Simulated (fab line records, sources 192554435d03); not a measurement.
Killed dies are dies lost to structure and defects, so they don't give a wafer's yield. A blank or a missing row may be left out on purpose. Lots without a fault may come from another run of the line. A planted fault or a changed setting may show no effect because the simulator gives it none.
Split-lot experiment | flow n5_finfet | 7 lots, 21 wafers read, on a route of 1938 steps

THE SPLIT
At N5_GATE_CUT_ETCH_58 (etches SiNx in CH3F/O2, target depth 17 nm, time 128.6 s), the setting source_w was moved away from the recipe's 415 W on 7 of the 21 wafers read, by -15.4% to +12.8%. The other wafers ran this setting at the recipe's value.

The reading is taken at the split's own step.

THE READING
rf_vpp_V, in V, at N5_GATE_CUT_ETCH_58 (etches SiNx in CH3F/O2, target depth 17 nm, time 128.6 s). Fault-free wafers of this fab line usually give 99.3 V, standard deviation 0.97 V.

wafer  | tool, chamber at the split | source_w as run, W | against the recipe | rf_vpp_V, V | against lot-mates on the recipe
L075.2 | rie_diel-02, 2             | 415                | recipe             | 97.4        | -
L075.3 | rie_diel-02, 1             | 369.3              | -11.0%             | 103.0       | +5.6
L075.6 | rie_diel-02, 3             | 369.3              | -11.0%             | 104.3       | +6.9
L076.3 | rie_diel-02, 1             | 351                | -15.4%             | 105.7       | +5.7
L076.4 | rie_diel-02, 1             | 415                | recipe             | 100.6       | -
L076.5 | rie_diel-02, 3             | 415                | recipe             | 99.5        | -
L080.2 | rie_diel-06, 3             | 376.6              | -9.3%              | 103.7       | +3.0
L080.5 | rie_diel-06, 3             | 415                | recipe             | 100.2       | -
L080.6 | rie_diel-06, 2             | 415                | recipe             | 101.2       | -
L081.2 | rie_diel-06, 3             | 391.6              | -5.6%              | 102.2       | +0.8
L081.5 | rie_diel-06, 3             | 391.6              | -5.6%              | 102.3       | +0.9
L081.6 | rie_diel-06, 2             | 415                | recipe             | 101.4       | -
L084.3 | rie_diel-04, 0             | 415                | recipe             | 97.0        | -
L084.5 | rie_diel-04, 3             | 415                | recipe             | 99.1        | -
L084.6 | rie_diel-04, 2             | 415                | recipe             | 99.6        | -
L085.2 | rie_diel-06, 2             | 415                | recipe             | 99.4        | -
L085.3 | rie_diel-06, 1             | 468                | +12.8%             | 96.6        | -2.6
L085.5 | rie_diel-06, 2             | 415                | recipe             | 99.0        | -
L093.1 | rie_diel-02, 0             | 415                | recipe             | 99.4        | -
L093.3 | rie_diel-02, 1             | 415                | recipe             | 99.2        | -
L093.5 | rie_diel-02, 1             | 415                | recipe             | 97.9        | -

THE FIT
A straight line over all 21 wafers: rf_vpp_V changes by -0.363 V for each +1% of source_w; r = -0.88; the points scatter about the line by 1.2 V.
The same after taking each lot's own level away (the mean of its wafers on the recipe; 21 wafers): -0.362 V for each +1%; r = -0.89; scatter 1.1 V.
On that fit, the largest move of source_w shifts the reading by 5.6 V.
The lots' own levels span 97.40 to 101.40 V, that is 4.1 times the standard deviation above.
So the lot-to-lot level changes the slope little: the two slopes agree.
Check: with one of the wafers moved furthest among these (-15.4%) left out of the fit, the line predicts +5.82 V for it against its lot-mates. It came out at +5.65 V against them.
Tool readings at the split's step, against how far the setting was moved: rf_vpp_V r = -0.88.

OTHER SPLITS ON THESE WAFERS
These wafers also went through other splits before the reading. Each is held against what the fit with the lots' levels taken away leaves over:
other split on the same wafers        | wafers away from the commonest value | r with rf_vpp_V (lot level and that fit taken away)
N5_SD_EPI_N_PEB_07 peb_temp_c         | 4                                    | -0.19
N5_SD_EPI_P_EPI_21 temp_c             | 4                                    | +0.10
N5_SD_ACTIVATION_LSA_01 temp_c        | 6                                    | -0.09
N5_HKMG_FIN_COAT_06 spin_rpm          | 7                                    | +0.29
N5_HKMG_FIN_DEVELOP_11 develop_time_s | 7                                    | +0.00

THE WHOLE CHAIN: every reading that the file lists as answering this split, in the file's order
step                | what it does                                             | reading                                                        | change (the file's fit)                | r (the file's)
N5_GATE_CUT_ETCH_58 | etches SiNx in CH3F/O2, target depth 17 nm, time 128.6 s | rf_vpp_V                                                       | -0.344 V for each +1% of the setting   | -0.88
N5_GATE_CUT_ETCH_58 | etches SiNx in CH3F/O2, target depth 17 nm, time 128.6 s | etch.depth_nm (the simulator's own value, which no gauge read) | +0.0589 nm for each +1% of the setting | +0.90

THE FILE'S OWN FIT
rf_vpp_V changes by -0.344 V for each +1% of source_w, r = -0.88.
